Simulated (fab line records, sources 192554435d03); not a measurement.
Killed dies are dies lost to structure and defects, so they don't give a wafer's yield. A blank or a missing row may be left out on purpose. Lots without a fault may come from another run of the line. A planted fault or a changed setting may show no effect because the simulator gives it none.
fab line records | flow n5_finfet
record lots=9 wafers=26 last_day=18
route steps=1938 shown BEOL_M4@1057 PASSIVATION@1936
lots that met no fault: from a run of the same line without faults
start_h: hours from the record's first day to the start of the lot's first wafer shown | wait_h: hours since the lot's step before | " the same as in the row above | L1.1+2: a row that stands for several wafers | - no value, or no start given | * or withheld: withheld | < > ~ a bound
route shown NAME@n: a module of which the file shows steps, and the number in the route of the first | usual: mean/standard deviation of fault-free wafers | same: alike in all rows | chamber/n: place in a boat | sites: the reading at each site | _std_site: their standard deviation | _edge_site: outer sites' mean less inner sites' | radius_mm: how far each site lies from the wafer's centre | mask NAME#n: copy n | behind: the tool/chamber that last shaped the wafer | hold: why the lot was held/for how many hours/how that ended | device: the transistor (n, p or np) that didn't switch | end of line: the same wafers' tests at the end of the route | a step without rows: its recipe alone | killed: dies lost to structure and defects at the first sort, not the wafer's yield | map: a wafer's dies, x killed, . not, _ none there
set.NAME: the setting as run; set.NAME@STEP: as run at that earlier step | model.NAME: the simulator's own value behind a step, which no gauge read
steps of the route over a sample of lots; a table a step, a row a wafer
services: from which hour (start_h, from the record's first day; less than 0 if before it) a tool's chamber was out of use, for how many hours, and why
## steps
# step N5_BEOL_M4_OVL_MEAS_29
# recipe points_per_wafer=522
# usual V3_OVL=0.3/0.67
# same points_per_wafer=522
# columns lot.wafer tool chamber start_h wait_h V3_OVL[nm]
L231.1 overlay-02 0 155.69 0.0 0.4
L231.2 " 0 " " 0.3
L231.5 " 0 " " -0.6
L232.1 overlay-02 0 165.78 0.0 0.0
L232.2 " 0 " " 0.2
L232.3 " 0 " " 0.2
L240.2 overlay-01 0 233.85 0.0 0.0
L240.5 " 0 " " 1.1
L244.2 overlay-02 0 236.00 0.0 -0.3
L244.3 " 0 " " -0.3
L244.6 " 0 " " -0.6
L245.2 overlay-02 0 249.03 0.0 0.3
L245.4 " 0 " " -0.2
L245.6 " 0 " " 0.1
L246.2 overlay-02 0 269.33 0.0 1.0
L246.3 " 0 " " 0.9
L246.6 " 0 " " 1.0
L250.1 overlay-02 0 270.19 0.0 0.1
L250.3 " 0 " " -0.3
L250.4 " 0 " " -0.1
L252.2 overlay-01 0 290.23 0.0 0.4
L252.5 " 0 " " 0.2
L252.6 " 0 " " 1.4
L254.1 overlay-01 0 305.85 0.0 1.1
L254.2 " 0 " " 0.0
L254.4 " 0 " " -0.1
# step N5_BEOL_M4_ALD_98
# recipe material=SiO2 target_thk_a=25 temp_c=100 ald_precursor_family=BDEAS ald_co_reactant=O2-plasma pulse_time_s=1 co_reactant_pulse_time_s=1 purge_time_s=2 co_reactant_purge_time_s=2 ald_cycles=17 pressure_torr=2
# usual heater_power_w=75/6 precursor_pulse_height_rel=1.000/0.02
# columns lot.wafer tool chamber start_h wait_h heater_power_w precursor_pulse_height_rel since_wet_clean_h
L231.1 ald_sin-04 3 155.91 0.1 82 1.002 345
L231.2 " 0 " " 79 1.017 345
L231.5 " 3 " " 79 1.016 -
L232.1 ald_sin-04 0 166.43 0.2 79 1.018 356
L232.2 " 2 " " 79 0.970 356
L232.3 " 1 " " 74 1.004 356
L240.2 ald_sin-02 0 234.10 0.1 73 0.965 134
L240.5 " 1 " " 73 0.987 -
L244.2 ald_sin-02 0 236.96 0.8 73 0.968 137
L244.3 " 1 " " 75 0.963 137
L244.6 " 0 " " 76 1.036 -
L245.2 ald_sin-02 1 249.35 0.1 70 0.959 150
L245.4 " 3 " " 73 1.016 150
L245.6 " 0 " " 73 0.976 -
L246.2 ald_sin-02 2 269.63 0.1 65 0.975 170
L246.3 " 0 " " 74 1.024 170
L246.6 " 1 " " 73 0.992 -
L250.1 ald_sin-04 3 270.81 0.1 80 1.047 79
L250.3 " 2 " " 77 0.952 79
L250.4 " 0 " " 72 1.007 79
L252.2 ald_sin-02 0 290.55 0.1 75 1.027 191
L252.5 " 1 " " 71 0.994 -
L252.6 " 0 " " 73 0.990 -
L254.1 ald_sin-02 1 306.09 0.1 71 0.999 206
L254.2 " 2 " " 64 1.030 206
L254.4 " 3 " " 73 1.013 206
# step N5_BEOL_M4_TRENCH_ETCH_37
# recipe chemistry=C4F6/O2 target_depth_a=555.55 target=SiOC time_s=29.2 ion_energy_ev=250 pressure_mtorr=30 source_w=355 bias_w=185 Ar_flow_sccm=300 C4F6_flow_sccm=10 O2_flow_sccm=10
# usual chamber_pressure_mTorr=29.998/0.027 drypump_motor_current_A=5.7/0.48 oes_product_au=0.78/0.096 rf_vpp_V=665/4.6 run_length_s=52.3/0.36 showerhead_plenum_p_Torr=2.80/0.04 throttle_valve_pct=20.88/0.27
# columns lot.wafer tool chamber start_h wait_h chamber_pressure_mTorr drypump_motor_current_A oes_product_au rf_hours_counter_h rf_vpp_V run_length_s showerhead_plenum_p_Torr throttle_valve_pct
L231.1 rie_diel-01 3 160.39 - 29.948 4.8 0.74 189 670 52.0 2.83 21.06
L231.2 " 0 " " 30.038 6.5 0.88 41 667 52.7 2.79 20.43
L231.5 " 0 " " 30.022 6.5 0.87 - 666 52.6 2.79 20.44
L232.1 rie_diel-02 3 166.90 - 29.947 6.0 0.77 113 665 51.9 2.87 20.78
L232.2 " 2 " " 29.993 6.0 0.73 168 659 51.9 2.85 21.32
L232.3 " 0 " " 29.987 5.7 0.79 108 664 52.1 2.76 20.87
L240.2 rie_diel-05 3 234.86 - 30.023 5.7 0.69 238 663 54.6 2.81 21.30
L240.5 " 1 " " 29.994 6.0 0.94 - 671 52.7 2.80 20.53
L244.2 rie_diel-02 2 240.48 - 29.970 5.9 0.71 191 659 51.9 2.84 21.36
L244.3 " 3 " " 29.962 6.1 0.76 137 663 51.8 2.86 20.79
L244.6 " 2 " " 30.053 6.0 0.71 - 658 51.9 2.84 21.34
L245.2 rie_diel-02 3 252.31 - 29.979 6.1 0.75 141 664 52.5 2.85 20.82
L245.4 " 2 " " 30.012 5.9 0.71 195 659 52.1 2.83 21.36
L245.6 " 3 " " 29.960 6.0 0.76 - 665 52.1 2.85 20.82
L246.2 rie_diel-02 0 274.63 - 29.959 5.6 0.75 144 663 52.2 2.74 20.94
L246.3 " 3 " " 29.996 6.1 0.73 150 665 52.0 2.85 20.82
L246.6 " 3 " " 29.972 6.1 0.73 - 664 52.2 2.85 20.84
L250.1 rie_diel-01 0 281.77 - 29.984 6.5 0.82 86 667 52.5 2.77 20.48
L250.3 " 1 " " 29.944 5.7 0.96 10 669 52.5 2.78 20.58
L250.4 " 2 " " 30.023 5.7 0.87 50 657 52.1 2.78 20.98
L252.2 rie_diel-01 1 292.81 - 29.968 5.7 0.95 13 670 52.3 2.78 20.59
L252.5 " 0 " " 30.044 6.6 0.81 - 665 52.4 2.76 20.50
L252.6 " 3 " " 30.010 4.8 0.70 - 670 52.4 2.81 21.12
L254.1 rie_diel-01 1 311.47 - 30.001 5.7 0.92 21 669 52.8 2.78 20.58
L254.2 " 2 " " 29.969 5.7 0.85 62 659 51.9 2.78 20.99
L254.4 " 0 " " 29.980 6.5 0.80 - 665 53.2 2.76 20.50
# step N5_BEOL_M4_OCD_MEAS_38
# usual trench_depth_nm=55.4/0.97
# columns lot.wafer tool chamber start_h wait_h trench_depth_nm
L231.1 ocd-01 - 160.55 - 55.2
L231.2 " - " " 55.9
L231.5 " - " " 55.3
L232.1 ocd-01 - 167.05 - 56.2
L232.2 " - " " 54.8
L232.3 " - " " 56.3
L240.2 ocd-01 - 235.02 - 58.8
L240.5 " - " " 57.6
L244.2 ocd-02 - 240.64 - 53.8
L244.3 " - " " 55.4
L244.6 " - " " 53.6
L245.2 ocd-01 - 252.47 - 56.4
L245.4 " - " " 54.1
L245.6 " - " " 55.8
L246.2 ocd-02 - 274.79 - 55.5
L246.3 " - " " 54.0
L246.6 " - " " 54.7
L250.1 ocd-02 - 281.93 - 55.3
L250.3 " - " " 56.3
L250.4 " - " " 56.2
L252.2 ocd-01 - 292.98 - 56.7
L252.5 " - " " 55.0
L252.6 " - " " 54.3
L254.1 ocd-02 - 311.64 - 56.0
L254.2 " - " " 55.8
L254.4 " - " " 54.9
# step N5_BEOL_M4_PRE_CLEAN_45
# recipe gas=H2/He time_s=30 temp_c=250
# usual heater_power_w=338/39
# columns lot.wafer tool chamber start_h wait_h heater_power_w
L231.1 pvd_sputter-03 - 161.10 0.0 309
L231.2 " - " " 368
L231.5 " - " " 335
L232.1 pvd_sputter-02 - 167.47 0.0 294
L232.2 " - " " 347
L232.3 " - " " 379
L240.2 pvd_sputter-01 - 236.87 0.0 341
L240.5 " - " " 382
L244.2 pvd_sputter-02 - 241.35 0.0 386
L244.3 " - " " 299
L244.6 " - " " 379
L245.2 pvd_sputter-01 - 252.91 0.0 373
L245.4 " - " " 345
L245.6 " - " " 380
L246.2 pvd_sputter-01 - 275.71 0.0 346
L246.3 " - " " 348
L246.6 " - " " 344
L250.1 pvd_sputter-01 - 282.35 0.0 345
L250.3 " - " " 339
L250.4 " - " " 245
L252.2 pvd_sputter-01 - 293.88 0.0 356
L252.5 " - " " 376
L252.6 " - " " 335
L254.1 pvd_sputter-03 - 312.09 0.0 292
L254.2 " - " " 328
L254.4 " - " " 357
# step N5_BEOL_M4_RC_MEAS_101
# usual DIBL_N=36.5/1.4 DIBL_P=36.5/1.6 IOFF_N=0.163/0.022 IOFF_P=0.219/0.029 ION_N=675/8.3 ION_P=464/6.2 SS_N=71.5/0.52 SS_P=73.4/0.57 VT_N=249.7/2.6 VT_P=-250/3
# columns lot.wafer tool chamber start_h wait_h DIBL_N[mV/V] DIBL_P[mV/V] IOFF_N[nA/um] IOFF_P[nA/um] ION_N[uA/um] ION_P[uA/um] SS_N[mV/dec] SS_P[mV/dec] VT_N[mV] VT_P[mV]
L231.1 prober-02 0 164.98 0.4 35.8 35.3 0.140 0.185 661 459 71.2 72.5 250.8 -250
L231.2 " 0 " " 38.3 37.5 0.177 0.224 671 462 72.1 73.1 248.6 -247
L231.5 " 0 " " 36.7 37.0 0.152 0.201 670 465 71.2 72.9 249.0 -249
L232.1 prober-01 0 171.17 0.0 38.3 37.0 0.170 0.252 673 472 71.9 73.3 252.2 -249
L232.2 " 0 " " 36.7 34.9 0.139 0.215 661 462 71.2 73.9 254.3 -248
L232.3 " 0 " " 36.8 34.5 0.136 0.199 669 468 70.9 73.2 253.8 -249
L240.2 prober-02 0 240.40 0.2 38.6 37.9 0.185 0.256 682 467 72.0 74.1 248.0 -250
L240.5 " 0 " " 36.2 34.9 0.140 0.201 674 464 71.2 73.1 251.5 -250
L244.2 prober-01 0 246.60 0.2 34.8 35.5 0.147 0.234 664 466 71.8 73.1 249.3 -247
L244.3 " 0 " " 35.3 36.7 0.165 0.258 683 474 72.0 73.3 247.6 -245
L244.6 " 0 " " 36.8 38.5 0.186 0.295 668 473 73.2 73.8 245.2 -242
L245.2 prober-02 0 258.71 0.2 34.4 35.2 0.136 0.204 666 464 71.6 73.7 253.6 -250
L245.4 " 0 " " 35.7 37.0 0.159 0.217 682 461 71.2 73.5 253.2 -250
L245.6 " 0 " " 35.8 36.9 0.158 0.223 670 466 71.7 73.5 249.6 -249
L246.2 prober-01 0 279.40 0.2 38.6 37.1 0.181 0.226 682 462 72.3 73.7 246.5 -251
L246.3 " 0 " " 38.1 36.5 0.173 0.205 678 456 72.3 73.7 248.6 -253
L246.6 " 0 " " 38.4 36.5 0.177 0.205 665 450 71.2 73.2 249.0 -254
L250.1 prober-02 0 285.77 0.0 37.2 37.0 0.176 0.219 682 461 71.7 73.5 249.3 -250
L250.3 " 0 " " 37.7 38.1 0.195 0.232 694 469 71.5 73.2 247.1 -251
L250.4 " 0 " " 38.3 38.3 0.203 0.244 682 465 71.7 73.7 246.3 -250
L252.2 prober-01 0 298.36 0.2 35.9 37.2 0.158 0.203 675 467 71.4 73.2 251.6 -253
L252.5 " 0 " " 34.6 35.2 0.136 0.166 668 458 70.9 73.3 251.9 -258
L252.6 " 0 " " 36.0 37.6 0.166 0.203 682 463 71.8 73.5 249.8 -252
L254.1 prober-02 0 316.72 0.0 36.6 35.7 0.149 0.218 661 460 71.8 73.4 251.6 -250
L254.2 " 0 " " 37.2 36.7 0.164 0.243 665 458 72.8 73.9 250.0 -248
L254.4 " 0 " " 34.9 33.8 0.132 0.196 667 467 71.7 72.7 254.0 -251
# step N5_PASSIVATION_PROBE_49
# usual defect_limited_yield=91.2/1.6 killed_at_M0_to_M3=33/11 killed_at_M4_up=15/6.2 killed_at_contacts=15/7.1 killed_at_front_end=38/12 killed_at_other=4/3.5 killed_dies=104/19 killed_open=69/14 killed_short=34/8.5 sort_bin_5_function=5.2/0.99 sort_bin_6_memory=3.3/0.77 sort_n_pass=1076/19 sort_yield_pct=91.2/1.6
# same gross_dies=1180 killed_at_back_side=0 sort_bin_4_leakage[%]=0 sort_bin_8_speed[%]=0
# columns lot.wafer tool chamber start_h wait_h defect_limited_yield[%] killed_at_M0_to_M3 killed_at_M4_up killed_at_contacts killed_at_front_end killed_at_other killed_dies killed_open killed_short sort_bin_5_function[%] sort_bin_6_memory[%] sort_n_pass sort_yield_pct[%]
L245.2 prober-02 - 375.17 0.1 91.4 36 4 23 39 0 102 67 33 5.4 3.1 1078 91.4
L245.4 prober-02 - 375.27 0.2 91.8 28 17 13 35 4 97 64 33 5.3 2.4 1083 91.8
L245.6 prober-02 - 375.37 0.3 91.5 35 9 13 43 0 100 71 28 5.6 2.4 1080 91.5
L246.2 prober-02 - 378.37 0.1 91.9 57 7 8 23 1 96 62 34 4.8 3.1 1084 91.9
L246.3 prober-02 - 378.42 0.1 91.4 36 12 23 29 2 102 71 31 4.9 3.4 1078 91.4
L246.6 prober-02 - 378.57 0.3 91.9 34 10 26 26 0 96 74 22 4.7 2.9 1084 91.9
# killed by level:class
L245.2 MOL_CONTACT_COAG:geometric_particle:open=20 FIN_SAQP:geometric_particle:open=8 BEOL_M3:geometric_particle:open=8 GATE_CUT:geometric_particle:short=7 BEOL_M2:geometric_particle:open=7 FIN_SAQP:geometric_particle:short=6 BEOL_M0_SAQP:geometric_particle:open=6 BEOL_M0_SAQP:geometric_particle:short=6
L245.4 MOL_CONTACT_COAG:geometric_particle:open=11 BEOL_M4:geometric_particle:open=9 FIN_SAQP:geometric_particle:open=7 GATE_CUT:geometric_particle:short=7 BEOL_M1:geometric_particle:open=6 GATE_CUT:geometric_particle:open=6 STI_FIN_REVEAL:geometric_particle:open=5 BEOL_M0_SAQP:geometric_particle:short=5
L245.6 MOL_CONTACT_COAG:geometric_particle:open=11 FIN_SAQP:geometric_particle:open=10 BEOL_M0_SAQP:geometric_particle:open=10 FIN_SAQP:geometric_particle:short=8 STI_FIN_REVEAL:geometric_particle:open=8 BEOL_M3:geometric_particle:open=7 BEOL_M0_SAQP:geometric_particle:short=6 BEOL_M4:geometric_particle:open=6
L246.2 BEOL_M3:geometric_particle:open=14 BEOL_M0_SAQP:geometric_particle:short=11 BEOL_M0_SAQP:geometric_particle:open=11 BEOL_M3:geometric_particle:short=8 FIN_SAQP:geometric_particle:open=6 BEOL_M2:geometric_particle:open=6 MOL_CONTACT_COAG:geometric_particle:open=5 BEOL_M4:geometric_particle:open=5
L246.3 MOL_CONTACT_COAG:geometric_particle:open=18 BEOL_M3:geometric_particle:open=10 STI_FIN_REVEAL:geometric_particle:open=9 BEOL_M2:geometric_particle:open=8 BEOL_M0_SAQP:geometric_particle:short=7 GATE_CUT:geometric_particle:short=6 MOL_CONTACT_COAG:geometric_particle:short=5 STARTING-WAFER:geometric_particle:open=4
L246.6 MOL_CONTACT_COAG:geometric_particle:open=20 BEOL_M3:geometric_particle:open=13 STI_FIN_REVEAL:geometric_particle:open=11 BEOL_M0_SAQP:geometric_particle:short=8 BEOL_M0_SAQP:geometric_particle:open=7 MOL_CONTACT_COAG:geometric_particle:short=6 FIN_SAQP:geometric_particle:open=5 BEOL_M4:geometric_particle:open=5
## services
# columns tool chamber start_h hours kind
rie_diel-01 2 136.93 - clean
rie_diel-01 2 136.93 - consumable_replace:focus_ring
rie_diel-01 2 136.93 22.3 scheduled_down
rie_diel-01 2 136.93 22.3 vent_cycle
rie_diel-05 0 141.50 9.7 repair
pvd_sputter-01 - 141.96 1.9 repair
rie_diel-05 1 163.92 15.8 repair
ald_sin-04 - 178.30 14.0 pm
rie_diel-01 0 205.00 10.7 repair
ald_sin-04 - 207.11 14.6 pm
rie_diel-05 3 217.36 2.8 repair
rie_diel-01 1 226.12 7.0 repair
ald_sin-02 3 228.19 19.0 repair
rie_diel-01 1 233.20 - clean
rie_diel-01 1 233.20 - consumable_replace:focus_ring
rie_diel-01 1 233.20 23.2 scheduled_down
rie_diel-01 1 233.20 23.2 vent_cycle
ald_sin-04 - 244.53 6.1 pm
rie_diel-05 - 271.96 10.0 pm
ald_sin-04 - 277.35 1.0 repair
rie_diel-05 3 292.57 28.2 repair
ald_sin-02 - 295.10 0.3 repair
rie_diel-01 3 306.54 - clean
rie_diel-05 - 311.93 2.8 pm
## key
first_sign step=N5_BEOL_M4_TRENCH_ETCH_37 reading=run_length_s direction=up sigmas=6.2 usual=* struck=*
effect step=N5_BEOL_M4_OCD_MEAS_38 reading=trench_depth_nm direction=up sigmas=3.5 usual=55.4 struck=58.8
met_at N5_BEOL_M4_TRENCH_ETCH_37
struck_lots L240
struck_wafers L240.2
not_acting_at N5_BEOL_M4_OVL_MEAS_29,N5_BEOL_M4_ALD_98,N5_BEOL_M4_PRE_CLEAN_45
fault kind=process_parameter_drift tool=rie_diel-05 chamber=- onset_h=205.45 steps=N5_BEOL_M4_TRENCH_ETCH_37 channel=time_s offset=* shape=step end_h=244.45 scope=struck_wafers_only acts_in=* stated=*
